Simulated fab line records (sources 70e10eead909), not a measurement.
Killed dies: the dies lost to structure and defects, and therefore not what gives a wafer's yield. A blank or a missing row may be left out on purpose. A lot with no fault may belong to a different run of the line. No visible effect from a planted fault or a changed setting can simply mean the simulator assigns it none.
Struck lot and sound lot, side by side ; flow nand_harc ; 39 out of 1159 route steps
Sound: wafers L662.1, L662.3, L662.5. Struck: wafer L675.3. (L675.1, L675.6 of the same lot were not struck and are left out.) The cause comes at the end.
Per side, at each step with rows, come the tool, then ch with its chambers, and then its first start. Under that, the readings that differ: sound wafers ; struck wafers ; difference of the means ; sigmas: that difference in standard deviations of wafers without a fault.
alike: readings whose means differ by less than 2 such deviations, and words and numbers that are the same on both sides. not compared: withheld readings, readings that some wafer has no value for, bounds like >300 that may hide the same value, and numbers for which the record gives no deviation and whose values overlap.
The two part at a step that has a row with sigmas, a row that says differs or no value, or rows on one side only. Non-overlapping numbers with no deviation appear without sigmas and do not part them. A reading that every wafer of one side lacks parts them only if that side has two wafers or more.

first, 4 steps without rows for these wafers: NHARC_A_BONDPAD_EBR_05; NHARC_A_BONDPAD_EXPOSE_06 (exposes mask A BPAD); NHARC_A_BONDPAD_PEB_07 (peb time 80 s); NHARC_A_BONDPAD_DEVELOP_08 (time 50 s).
NHARC_A_BONDPAD_CD_MEAS_09 targets a cd of 500 nm.
  sound on cd_sem-02 ch 0, day 18 02:58; struck on cd_sem-02 ch 0, day 20 20:09
  alike: cd_nm
NHARC_A_BONDPAD_OVL_MEAS_35:
  struck on overlay-01, day 20 20:14; sound on overlay-02, day 18 03:03
  alike: overlay_x_nm, overlay_y_nm
then, 1 step without rows for these wafers: NHARC_A_BONDPAD_HARDBAKE_10 (time 65 s).
NHARC_A_BONDPAD_DESCUM_11: chemistry O2, time 3 s.
  sound on rie_diel-06 ch 1,2,3, day 18 03:11; struck on rie_diel-06 ch 3, day 20 20:22
  alike: drypump_motor_current_A, mfc_ar_sccm, oes_product_au, rf_vpp_V, showerhead_plenum_p_Torr, throttle_valve_pct
  not compared: rf_hours_counter_h
NHARC_A_BONDPAD_ETCH_34: etches the open film in N2/H2, target depth 60 nm, overetch 18 nm, time 65.91 s.
  sound on rie_diel-06 ch 2,3, day 18 03:16; struck on rie_diel-06 ch 1, day 20 20:27
reading;sound;struck;difference;sigmas
mfc_ar_sccm (sccm);0 0 0;0.020;+0.020;+2
oes_product_au (a.u.);1.000 0.982 0.989;1.009;+0.019;+3
  alike: drypump_motor_current_A, rf_vpp_V, showerhead_plenum_p_Torr, throttle_valve_pct
  not compared: rf_hours_counter_h
then, 1 step without rows for these wafers: NHARC_A_BONDPAD_ETCH_12 (etches the open film in CHF3/O2, target depth 220 nm, time 110 s).
NHARC_A_BONDPAD_CD_MEAS_13:
  struck on cd_sem-03, day 20 20:41; sound on cd_sem-02, day 18 03:29
  alike: cd_nm
then, 1 step without rows for these wafers: NHARC_A_BONDPAD_STRIP_15 (strips in O2).
NHARC_A_BONDPAD_ETCH_24: etches the open film in CF4/N2, target depth 30 nm, time 72.99 s.
  sound on rie_diel-06 ch 0,1,2, day 18 03:43; struck on rie_diel-06 ch 2, day 20 20:56
  alike: drypump_motor_current_A, mfc_ar_sccm, oes_product_au, rf_vpp_V, showerhead_plenum_p_Torr, throttle_valve_pct
  not compared: rf_hours_counter_h
then, 2 steps without rows for these wafers: NHARC_A_BONDPAD_STRIP_16 (strips in post etch residue remover, time 600 s); NHARC_A_BONDPAD_DEGAS_25 (time 60 s).
NHARC_A_BONDPAD_PRE_CLEAN_26: time 30 s.
  sound on pvd_sputter-01; struck on pvd_sputter-03
  alike: heater_power_w
NHARC_A_BONDPAD_PVD_17: deposits TaN, target thk 5 nm, time 8.06 s.
  sound on pvd_sputter-01; struck on pvd_sputter-03
  alike: substrate_temp_c, throttle_valve_pct
then, 4 steps without rows for these wafers: NHARC_A_BONDPAD_PVD_27 (deposits Cu, target thk 30 nm, time 20.49 s); NHARC_A_BONDPAD_ECD_18 (material Cu, target thk 400 nm); NHARC_A_BONDPAD_ANNEAL_28 (time 90 s); NHARC_A_BONDPAD_CMP_19 (polishes, t overpolish 30 s, cu recess touch 16 s, target thk 169.8 nm).
NHARC_A_BONDPAD_THK_MEAS_20: measures by xrf.
  struck on film_metro-01, day 20 22:44; sound on film_metro-01, day 18 05:32
  alike: thk_nm
then, 6 steps without rows for these wafers: NHARC_A_BONDPAD_SRD_21 (time 30 s, dry time 20 s); NHARC_HYBRID_BOND_ACTIVATE_00 (chemistry N2, time 60 s); NHARC_HYBRID_BOND_PRECLEAN_01 (cleans in DIW, time 300 s); NHARC_HYBRID_BOND_SRD_02 (time 30 s, dry time 20 s); NHARC_HYBRID_BOND_BOND_03; NHARC_HYBRID_BOND_ANNEAL_04 (time 7200 s).
NHARC_HYBRID_BOND_OVL_MEAS_05:
  struck on overlay-01, day 21 06:23; sound on overlay-02, day 18 13:35
  alike: overlay_x_nm, overlay_y_nm
NHARC_THIN_TSV_GRIND_00:
  sound on grinder-01 ch 0, day 18 15:01; struck on grinder-01 ch 0, day 21 08:59
  alike: motor_current_A
then, 1 step without rows for these wafers: NHARC_THIN_TSV_CMP_01 (polishes).
NHARC_THIN_TSV_THK_MEAS_02: measures by ir.
  struck on film_metro-02, day 21 10:30; sound on film_metro-01, day 18 16:29
  alike: thk_nm
then, 6 steps without rows for these wafers: NHARC_THIN_TSV_SRD_03; NHARC_THIN_TSV_PRECLEAN_41 (cleans in SC1); NHARC_THIN_TSV_SRD_42; NHARC_THIN_TSV_DEP_43 (deposits SiO2, target thk 1328.5 nm); NHARC_THIN_TSV_DEHYDRATE_04 (time 120 s); NHARC_THIN_TSV_HMDS_05 (time 30 s).
NHARC_END_SORT_01:
  here the record holds rows for the struck wafers (prober-01 ch 0, day 22 01:38) but none for the sound ones

## WHERE THEY PART
Last at NHARC_END_SORT_01 as far as this record goes, first at NHARC_A_BONDPAD_ETCH_34.

WHY: whatever the simulator had introduced
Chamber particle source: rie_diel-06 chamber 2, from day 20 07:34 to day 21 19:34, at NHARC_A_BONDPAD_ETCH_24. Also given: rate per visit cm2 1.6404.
